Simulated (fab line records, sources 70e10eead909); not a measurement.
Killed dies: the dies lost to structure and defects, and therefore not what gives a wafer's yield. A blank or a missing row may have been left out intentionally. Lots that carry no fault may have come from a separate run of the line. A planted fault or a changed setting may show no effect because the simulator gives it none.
Chamber matching	flow nand harc	NHARC_A_STAIRCASE_DESCUM_291 on rie diel-09: 4 sister chambers
The step chemistry O2, time 3 s. 14 wafers are shown with their chamber, then 7 later ones without.

WAFERS WITH THEIR CHAMBER
wafer	chamber	showerhead plenum p Torr (Torr)	oes product au (a.u.)	rf vpp V (V)
L078.1	2	1.92	0.990	58.4
L078.2	1	1.83	0.993	56.4
L078.4	0	1.82	1.024	56.7
L077.3	0	1.82	0.996	57.1
L077.4	1	1.83	0.993	56.9
L077.5	2	1.92	0.983	57.7
L076.2	2	1.92	0.985	58.4
L076.5	3	1.96	0.984	58.3
L076.6	0	1.82	0.995	57.2
L079.2	2	1.92	0.988	58.6
L079.3	0	1.82	0.988	57.6
L079.5	3	1.96	0.989	57.8
L081.1	1	1.82	0.991	58.8
L081.3	3	1.95	0.993	58.7

SIGNATURES, as means of the wafers listed above
reading	chamber 0	chamber 1	chamber 2	chamber 3	scatter within a chamber
showerhead plenum p Torr	1.8200	1.8267	1.9200	1.9567	0.00365
oes product au	1.00075	0.99233	0.98650	0.98867	0.00912
rf vpp V	57.150	57.367	58.275	58.267	0.67
Rule: for each reading, subtract the chamber's mean from the wafer's reading, divide by that reading's scatter and square the result; add these up over the readings and take the root, which gives the wafer's distance from the chamber. If the next closest chamber is less than 2 further off than the closest, the wafer can't be placed; otherwise it belongs to the closest. The scatter is the square root of a quotient: the sum, over the shown wafers, of each reading's squared deviation from its chamber's mean, divided by wafers minus chambers.

WAFERS MISSING THEIR CHAMBER
wafer	showerhead plenum p Torr (Torr)	oes product au (a.u.)	rf vpp V (V)
L081.5	1.81	1.006	57.9
L093.2	1.90	1.001	57.7
L093.3	1.94	1.006	57.8
L093.4	1.81	1.000	57.4
L097.1	1.80	1.012	56.5
L097.2	1.93	0.995	58.3
L097.5	1.80	0.999	58.5

THE CHAMBER EACH PASSED THROUGH
wafer	from the rows above	in truth
L081.5	can't be placed: 0 or 1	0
L093.2	2	2
L093.3	can't be placed: 3 or 2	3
L093.4	can't be placed: 0 or 1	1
L097.1	0	0
L097.2	2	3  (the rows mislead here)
L097.5	can't be placed: 0 or 1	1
Correctly placed: 2 of 7. Unplaceable from these rows: 4, with the true chamber sitting among the candidates in 4. Placed wrongly: 1.
